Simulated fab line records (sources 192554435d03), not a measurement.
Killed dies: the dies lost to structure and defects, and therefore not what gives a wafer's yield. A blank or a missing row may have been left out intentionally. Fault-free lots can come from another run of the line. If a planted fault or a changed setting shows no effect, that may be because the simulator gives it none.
Matching of chambers ; flow n5_finfet ; 4 sister chambers for N5_BEOL_M14_DESCUM_33 on rie_diel-02
The step chemistry O2, time 7.9 s. 4 wafers are shown with their chamber, then 11 later ones without.

WAFERS WITH THEIR CHAMBER
wafer;chamber;showerhead_plenum_p_Torr (Torr)
L088.1;0;1.97
L088.3;3;2.12
L091.1;2;2.19
L090.1;1;2.10

WAFERS WITH NO CHAMBER GIVEN
wafer;showerhead_plenum_p_Torr (Torr)
L090.3;2.11
L090.5;2.10
L092.1;2.19
L092.2;2.11
L092.3;2.10
L092.4;2.19
L092.5;2.10
L092.6;2.11
L097.1;2.23
L097.3;2.10
L097.6;2.11

EACH ONE'S CHAMBER
wafer;from the rows above;in truth
L090.3;can't be placed: 1 or 3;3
L090.5;can't be placed: 1 or 3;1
L092.1;2;2
L092.2;can't be placed: 1 or 3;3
L092.3;can't be placed: 1 or 3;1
L092.4;2;2
L092.5;can't be placed: 1 or 3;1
L092.6;can't be placed: 1 or 3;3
L097.1;2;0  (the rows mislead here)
L097.3;can't be placed: 1 or 3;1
L097.6;can't be placed: 1 or 3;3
2 of 11 placed correctly. Can't be placed from these rows: 8 (the true chamber is among the candidates in 8). Placed wrongly: 1.
How it was worked out, from the rows above alone: a wafer's distance from a chamber is the root of the sum, over the readings, of the square of ((its reading less the chamber's mean) divided by the reading's scatter). If the next closest chamber is less than 2 further off than the closest, the wafer can't be placed; otherwise it belongs to the closest. For every chamber, the mean is computed from those of its wafers that are shown. The scatter (one wafer shown for each chamber): square how far every hidden wafer sits from the nearest shown wafer, average those squares and take the square root.
